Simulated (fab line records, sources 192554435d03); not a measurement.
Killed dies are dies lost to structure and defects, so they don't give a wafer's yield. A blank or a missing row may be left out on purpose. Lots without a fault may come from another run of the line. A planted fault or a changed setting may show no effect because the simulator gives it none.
fab line records | flow n5_finfet
record lots=5 wafers=15 last_day=19
route steps=1938 shown BEOL_M7@1317 PASSIVATION@1936
lots that met no fault: from a run of the same line without faults
start_h: hours from the record's first day to the start of the lot's first wafer shown | wait_h: hours since the lot's step before | " the same as in the row above | L1.1+2: a row that stands for several wafers | - no value, or no start given | * or withheld: withheld | < > ~ a bound
route shown NAME@n: a module of which the file shows steps, and the number in the route of the first | usual: mean/standard deviation of fault-free wafers | same: alike in all rows | chamber/n: place in a boat | sites: the reading at each site | _std_site: their standard deviation | _edge_site: outer sites' mean less inner sites' | radius_mm: how far each site lies from the wafer's centre | mask NAME#n: copy n | behind: the tool/chamber that last shaped the wafer | hold: why the lot was held/for how many hours/how that ended | device: the transistor (n, p or np) that didn't switch | end of line: the same wafers' tests at the end of the route | a step without rows: its recipe alone | killed: dies lost to structure and defects at the first sort, not the wafer's yield | map: a wafer's dies, x killed, . not, _ none there
set.NAME: the setting as run; set.NAME@STEP: as run at that earlier step | model.NAME: the simulator's own value behind a step, which no gauge read
lots at some steps of the route; a table a step, a row a wafer
services: from which hour (start_h, from the record's first day; less than 0 if before it) a tool's chamber was out of use, for how many hours, and why
## steps
# step N5_BEOL_M7_CURE_75
# recipe temp_c=370 time_s=120 ambient=DMADMS/He material=SiCOH_lowk
# usual lamp_power_pct=52.31/0.057 wafer_temp_C_max=371.7/0.55
# columns lot.wafer tool chamber start_h wait_h lamp_power_pct wafer_temp_C_max
L783.3 uv_cure-03 2 204.57 0.2 52.30 371.3
L783.4 " 2 " " 52.32 372.0
L783.6 " 2 " " 52.29 371.7
L792.3 uv_cure-02 1 274.59 0.1 52.29 372.0
L792.4 " 1 " " 52.25 372.4
L792.5 " 1 " " 52.28 371.6
L794.2 uv_cure-03 0 291.34 0.1 52.31 372.7
L794.4 " 0 " " 52.30 371.7
L794.6 " 0 " " 52.27 372.1
L796.3 uv_cure-02 0 312.55 0.1 52.25 372.7
L796.4 " 0 " " 52.31 371.9
L796.6 " 0 " " 52.21 371.8
L801.1 uv_cure-02 1 379.80 0.1 52.22 371.3
L801.4 " 1 " " 52.30 371.2
L801.5 " 1 " " 52.43 371.8
# step N5_BEOL_M7_DEGAS_44
# recipe ambient=vacuum temp_c=250 time_s=60
# usual heater_power_w=333/26
# columns lot.wafer tool chamber start_h wait_h heater_power_w
L783.3 pvd_sputter-02 - 204.88 0.3 330
L783.4 " - " " 320
L783.6 " - " " 315
L792.3 pvd_sputter-03 - 274.91 0.3 352
L792.4 " - " " 381
L792.5 " - " " 314
L794.2 pvd_sputter-01 - 291.61 0.2 315
L794.4 " - " " 320
L794.6 " - " " 316
L796.3 pvd_sputter-03 - 312.86 0.3 385
L796.4 " - " " 404
L796.6 " - " " 376
L801.1 pvd_sputter-01 - 380.46 0.6 323
L801.4 " - " " 315
L801.5 " - " " 329
# step N5_BEOL_M7_PRE_CLEAN_45
# recipe gas=H2/He time_s=30 temp_c=250
# usual heater_power_w=332/27
# columns lot.wafer tool chamber start_h wait_h heater_power_w
L783.3 pvd_sputter-02 - 204.92 0.0 319
L783.4 " - " " 312
L783.6 " - " " 317
L792.3 pvd_sputter-03 - 274.95 0.0 337
L792.4 " - " " 376
L792.5 " - " " 308
L794.2 pvd_sputter-01 - 291.65 0.0 304
L794.4 " - " " 317
L794.6 " - " " 314
L796.3 pvd_sputter-03 - 312.90 0.0 382
L796.4 " - " " 392
L796.6 " - " " 378
L801.1 pvd_sputter-01 - 380.50 0.0 319
L801.4 " - " " 313
L801.5 " - " " 317
# step N5_BEOL_M7_ALD_77
# recipe material=TaN target_thk_a=20 temp_c=275 ald_precursor_family=PDMAT ald_co_reactant=NH3 pressure_torr=3 carrier_flow_sccm=1500 pulse_time_s=2 purge_time_s=3 co_reactant_purge_time_s=2 co_reactant_pulse_time_s=3 ald_cycles=40 precursor_vessel_temp_c=75 precursor_vessel_pressure_torr=26.25 precursor_vessel_carrier_sccm=1000
# step N5_BEOL_M7_SURFACE_TREAT_79
# recipe gas=Ar time_s=* ion_energy_ev=* ion_current_ma_cm2=0.5 pressure_mtorr=* ar_flow_sccm=30
# usual throttle_valve_pct=*
# columns lot.wafer tool chamber start_h wait_h throttle_valve_pct
L783.3 pvd_sputter-02 - 205.32 0.2 *
L783.4 " - " " *
L783.6 " - " " *
L792.3 pvd_sputter-01 - 278.06 2.9 *
L792.4 " - " " *
L792.5 " - " " *
L794.2 pvd_sputter-01 - 293.72 1.9 *
L794.4 " - " " *
L794.6 " - " " *
L796.3 pvd_sputter-03 - 313.36 0.2 *
L796.4 " - " " *
L796.6 " - " " *
L801.1 pvd_sputter-03 - 380.89 0.2 *
L801.4 " - " " *
L801.5 " - " " *
# step N5_BEOL_M7_CVD_78
# recipe material=Co target_thk_a=20 temp_c=withheld precursor=CCTBA/H2 pressure_torr=30 time_s=142.3
# step N5_BEOL_M7_SPUTTER_48
# recipe material=Cu target_thk_a=100 temp_c=-20 bias_v=60 power_w=26000 chamber_pressure_pa=0.13 time_s=1.667
# step N5_BEOL_M7_ECD_50
# recipe material=Cu target_thk_a=3000
# step N5_BEOL_M7_ANNEAL_51
# recipe temp_c=225 time_s=90 ambient=N2
# usual wafer_temp_C_max=225.72/0.18
# columns lot.wafer tool chamber start_h wait_h wafer_temp_C_max
L783.3 rtp_anneal-01 0 206.13 0.3 225.71
L783.4 " 0 " " 225.58
L783.6 " 0 " " 225.98
L792.3 rtp_anneal-02 0 278.56 0.1 225.68
L792.4 " 0 " " 225.65
L792.5 " 0 " " 225.76
L794.2 rtp_anneal-02 0 294.35 0.1 225.46
L794.4 " 0 " " 225.79
L794.6 " 0 " " 225.34
L796.3 rtp_anneal-02 0 314.00 0.1 225.60
L796.4 " 0 " " 225.72
L796.6 " 0 " " 225.70
L801.1 rtp_anneal-01 0 383.79 2.5 225.75
L801.4 " 0 " " 226.21
L801.5 " 0 " " 225.85
# step N5_BEOL_M7_CMP_52
# recipe stop_on=SiCOH_lowk t_overpolish_s=6.9 down_force_psi=1 platen_rpm=50 clearing_platen_down_force_psi=1.5 clearing_platen_rpm=50 post_cmp_clean=cu_alkaline target_thk_nm=80 clearing_platen_pad_velocity_m_s=0.99484 pad_velocity_m_s=0.99484
# step N5_BEOL_M7_THK_MEAS_53
# recipe thk_meas_gauge=xrf reads=Cu_of_BEOL_M7_ECD_50
# usual M7_THK=80.0/2.1
# columns lot.wafer tool chamber start_h wait_h M7_THK[nm]
L783.3 film_metro-02 - 206.63 - 81.6
L783.4 " - " " 80.5
L783.6 " - " " 82.4
L792.3 film_metro-01 - 279.06 - 79.3
L792.4 " - " " 80.7
L792.5 " - " " 81.2
L794.2 film_metro-02 - 294.90 - 81.6
L794.4 " - " " 79.1
L794.6 " - " " 78.9
L796.3 film_metro-02 - 314.50 - 78.6
L796.4 " - " " 79.2
L796.6 " - " " 74.8
L801.1 film_metro-02 - 384.66 - 78.6
L801.4 " - " " 79.6
L801.5 " - " " 78.1
# step N5_BEOL_M7_PRE_CLEAN_55
# recipe gas=NH3 time_s=15 temp_c=withheld rf_power_w=300
# step N5_BEOL_M7_DEP_56
# recipe material=SiCN target_thk_a=100 temp_c=withheld precursor=3MS/NH3 pressure_torr=3 rf_w=202 time_s=17.5
# usual showerhead_plenum_p_Torr=3.670/0.017 throttle_valve_pct=9.2/0.72
# columns lot.wafer tool chamber start_h wait_h showerhead_plenum_p_Torr throttle_valve_pct model.SiCN_of_BEOL_M7_DEP_56.thk_nm
L783.3 pecvd-03 0 206.69 0.0 3.701 9.7 9.6
L783.4 " 2 " " 3.665 8.2 9.8
L783.6 " 0 " " 3.700 10.1 12.6
L792.3 pecvd-04 0 279.12 0.0 3.654 10.1 9.8
L792.4 " 1 " " 3.656 9.4 10
L792.5 " 2 " " 3.674 8.9 10.2
L794.2 pecvd-02 0 294.96 0.0 3.647 8.5 10
L794.4 " 2 " " 3.671 8.2 10
L794.6 " 1 " " 3.669 9.4 10
L796.3 pecvd-03 0 314.56 0.0 3.698 9.8 9.6
L796.4 " 1 " " 3.691 9.6 10
L796.6 " 0 " " 3.699 10.0 10
L801.1 pecvd-03 0 384.73 0.0 3.694 9.9 10
L801.4 " 1 " " 3.692 9.6 10.4
L801.5 " 0 " " 3.691 9.9 10.2
# step N5_BEOL_M7_RS_MEAS_57
# recipe thk_meas_gauge=four-point-probe reads=Cu_of_BEOL_M7_ECD_50+Co_of_BEOL_M7_CVD_78+TaN_of_BEOL_M7_ALD_77
# usual M7_RS=0.287/0.0085
# columns lot.wafer tool chamber start_h wait_h M7_RS[ohm/sq]
L783.3 film_metro-02 - 206.76 0.1 0.277
L783.4 " - " " 0.283
L783.6 " - " " 0.273
L792.3 film_metro-02 - 279.20 0.1 0.292
L792.4 " - " " 0.283
L792.5 " - " " 0.283
L794.2 film_metro-01 - 295.03 0.1 0.279
L794.4 " - " " 0.288
L794.6 " - " " 0.292
L796.3 film_metro-02 - 314.64 0.1 0.292
L796.4 " - " " 0.289
L796.6 " - " " 0.310
L801.1 film_metro-01 - 384.80 0.1 0.292
L801.4 " - " " 0.285
L801.5 " - " " 0.291
# step N5_PASSIVATION_PROBE_49
# usual defect_limited_yield=91.3/1.7 killed_at_M0_to_M3=33/9.9 killed_at_M4_up=14/6.4 killed_at_contacts=12/7 killed_at_front_end=41/13 killed_at_other=3.1/2.9 killed_dies=103/20 killed_open=67/14 killed_short=34/9.4 sort_bin_4_leakage=0.03/0.24 sort_bin_5_function=5.1/1.1 sort_bin_6_memory=3.2/0.79 sort_bin_8_speed=0.02/0.15 sort_n_pass=1077/21 sort_yield_pct=91.2/1.7
# same gross_dies=1180 killed_at_back_side=0
# columns lot.wafer tool chamber start_h wait_h defect_limited_yield[%] killed_at_M0_to_M3 killed_at_M4_up killed_at_contacts killed_at_front_end killed_at_other killed_dies killed_open killed_short sort_bin_4_leakage[%] sort_bin_5_function[%] sort_bin_6_memory[%] sort_bin_8_speed[%] sort_n_pass sort_yield_pct[%]
L783.3 prober-02 - 279.27 0.1 90.0 41 11 8 57 1 118 71 46 0 5.4 3.9 0.08 1062 90.0
L783.4 prober-02 - 279.32 0.2 91.1 33 15 6 50 1 105 76 27 0 5.8 2.7 0 1075 91.1
L783.6 prober-02 - 279.42 0.3 90.6 48 18 3 41 1 111 74 36 0 5.5 3.6 0 1069 90.6
L792.3 prober-01 - 345.55 0.1 88.6 33 33 15 49 5 135 91 36 0 6.4 4.1 0 1045 88.6
L792.4 prober-01 - 345.60 0.2 91.9 24 24 19 27 1 95 74 20 0 4.8 2.9 0 1085 91.9
L792.5 prober-01 - 345.65 0.2 92.0 24 12 14 41 3 94 64 27 0 5.0 2.5 0 1086 92.0
L794.2 prober-01 - 362.93 0.1 84.7 39 18 30 89 4 180 116 63 0 9.1 5.8 0 1000 84.7
L794.4 prober-01 - 363.03 0.2 90.8 45 7 13 39 4 108 66 41 0 5.0 3.9 0 1072 90.8
L794.6 prober-01 - 363.13 0.3 85.8 57 12 25 62 11 167 102 64 0 7.9 5.8 0 1013 85.8
L801.1 prober-01 - 467.40 0.0 91.4 26 22 3 50 0 101 69 32 0 4.7 3.5 0 1079 91.4
L801.4 prober-01 - 467.55 0.2 89.2 44 17 14 50 2 127 84 43 0 6.8 3.6 0 1053 89.2
L801.5 prober-01 - 467.60 0.2 91.2 23 19 7 54 1 104 75 28 0 5.8 2.8 0 1076 91.2
# killed by level:class
L783.3 STI_FIN_REVEAL:geometric_particle:open=17 BEOL_M0_SAQP:geometric_particle:short=11 GATE_CUT:geometric_particle:short=9 FIN_SAQP:geometric_particle:short=8 BEOL_M2:geometric_particle:open=8 BEOL_M3:geometric_particle:open=8 FIN_SAQP:geometric_particle:open=7 BEOL_M4:geometric_particle:open=7
L783.4 STI_FIN_REVEAL:geometric_particle:open=15 GATE_CUT:geometric_particle:open=9 GATE_CUT:geometric_particle:short=8 BEOL_M0_SAQP:geometric_particle:open=8 BEOL_M2:geometric_particle:open=7 BEOL_M4:geometric_particle:open=7 BEOL_M3:geometric_particle:open=6 BEOL_M1:geometric_particle:open=5
L783.6 STI_FIN_REVEAL:geometric_particle:open=15 BEOL_M1:geometric_particle:open=11 BEOL_M0_SAQP:geometric_particle:short=10 GATE_CUT:geometric_particle:short=8 BEOL_M4:geometric_particle:open=8 BEOL_M3:geometric_particle:open=7 BEOL_M0_SAQP:geometric_particle:open=6 BEOL_M2:geometric_particle:open=6
L792.3 BEOL_M4:geometric_particle:open=16 MOL_CONTACT_COAG:geometric_particle:open=13 DUMMY_GATE:geometric_particle:open=12 BEOL_M0_SAQP:geometric_particle:short=9 BEOL_M1:geometric_particle:open=8 STARTING-WAFER:geometric_particle:short=7 BEOL_M0_SAQP:geometric_particle:open=7 BEOL_M2:geometric_particle:open=6
L792.4 MOL_CONTACT_COAG:geometric_particle:open=13 BEOL_M4:geometric_particle:open=11 FIN_SAQP:geometric_particle:open=8 BEOL_M3:geometric_particle:open=7 DUMMY_GATE:geometric_particle:open=6 BEOL_M0_SAQP:geometric_particle:short=6 MOL_CONTACT_COAG:geometric_particle:short=5 BEOL_M5:geometric_particle:open=5
L792.5 FIN_SAQP:geometric_particle:open=13 MOL_CONTACT_COAG:geometric_particle:open=12 BEOL_M2:geometric_particle:open=8 FIN_SAQP:geometric_particle:short=6 BEOL_M0_SAQP:geometric_particle:open=5 BEOL_M4:geometric_particle:open=5 STI_FIN_REVEAL:geometric_particle:open=4 BEOL_M0_SAQP:geometric_particle:short=4
L794.2 STI_FIN_REVEAL:geometric_particle:open=37 MOL_CONTACT_COAG:geometric_particle:open=24 FIN_SAQP:geometric_particle:short=11 FIN_SAQP:geometric_particle:open=10 GATE_CUT:geometric_particle:short=9 BEOL_M0_SAQP:geometric_particle:short=8 STI_FIN_REVEAL:geometric_particle:short=7 BEOL_M2:geometric_particle:open=7
L794.4 BEOL_M2:geometric_particle:open=16 GATE_CUT:geometric_particle:short=13 MOL_CONTACT_COAG:geometric_particle:open=10 BEOL_M3:geometric_particle:open=7 STI_FIN_REVEAL:geometric_particle:open=5 BEOL_M0_SAQP:geometric_particle:short=5 BEOL_M1:geometric_particle:open=5 STARTING-WAFER:geometric_particle:open=5
L794.6 BEOL_M0_SAQP:geometric_particle:short=20 STI_FIN_REVEAL:geometric_particle:open=20 MOL_CONTACT_COAG:geometric_particle:open=20 BEOL_M0_SAQP:geometric_particle:open=14 FIN_SAQP:geometric_particle:open=9 FIN_SAQP:geometric_particle:short=9 GATE_CUT:geometric_particle:short=7 BEOL_M2:geometric_particle:open=7
L801.1 BEOL_M4:geometric_particle:open=16 STI_FIN_REVEAL:geometric_particle:open=15 BEOL_M3:geometric_particle:open=10 FIN_SAQP:geometric_particle:short=6 BEOL_M1:geometric_particle:open=6 DUMMY_GATE:geometric_particle:open=5 BEOL_M0_SAQP:geometric_particle:short=5 STI_FIN_REVEAL:geometric_particle:short=4
L801.4 STI_FIN_REVEAL:geometric_particle:open=18 MOL_CONTACT_COAG:geometric_particle:open=10 BEOL_M1:geometric_particle:open=10 BEOL_M3:geometric_particle:open=10 FIN_SAQP:geometric_particle:open=8 BEOL_M1:geometric_particle:short=8 BEOL_M4:geometric_particle:open=8 BEOL_M0_SAQP:geometric_particle:short=6
L801.5 STI_FIN_REVEAL:geometric_particle:open=12 FIN_SAQP:geometric_particle:open=10 BEOL_M3:geometric_particle:open=10 FIN_SAQP:geometric_particle:short=9 BEOL_M4:geometric_particle:open=9 DUMMY_GATE:geometric_particle:open=6 MOL_CONTACT_COAG:geometric_particle:open=6 BEOL_M1:geometric_particle:open=4
## services
# columns tool chamber start_h hours kind
rtp_anneal-01 - 180.85 2.4 pm
pecvd-03 - 189.70 2.8 pm
uv_cure-02 - 192.92 22.2 pm
pecvd-02 2 202.38 - clean
pecvd-02 2 202.38 - consumable_replace:showerhead
pecvd-02 2 202.38 29.0 scheduled_down
pecvd-02 2 202.38 29.0 vent_cycle
uv_cure-02 - 228.20 2.1 pm
pecvd-02 - 231.82 5.6 repair
pecvd-04 0 231.97 6.2 repair
pvd_sputter-02 - 269.38 29.2 repair
pecvd-02 2 271.23 2.1 scheduled_down
uv_cure-02 - 280.60 2.8 pm
pecvd-04 1 281.92 2.1 scheduled_down
uv_cure-03 - 310.72 1.0 pm
pecvd-04 2 311.99 5.5 scheduled_down
pecvd-02 1 336.32 2.1 scheduled_down
uv_cure-02 - 337.34 11.2 repair
pvd_sputter-03 - 355.87 6.6 repair
uv_cure-03 - 359.24 0.7 repair
pecvd-04 1 383.62 - clean
pecvd-04 1 383.62 - consumable_replace:showerhead
pecvd-04 1 383.62 29.0 scheduled_down
pecvd-04 1 383.62 29.0 vent_cycle
## key
first_sign none at tools or gauges
model_effect step=N5_BEOL_M7_DEP_56 value=SiCN_of_BEOL_M7_DEP_56.thk_nm without=10 struck=12.6
met_at N5_BEOL_M7_DEP_56
struck_wafers L783.6
fault kind=process_parameter_drift tool=pecvd-03 chamber=- onset_h=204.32 steps=N5_BEOL_M7_DEP_56 channel=time_s offset=* shape=step end_h=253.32 scope=struck_wafers_only acts_in=* stated=*
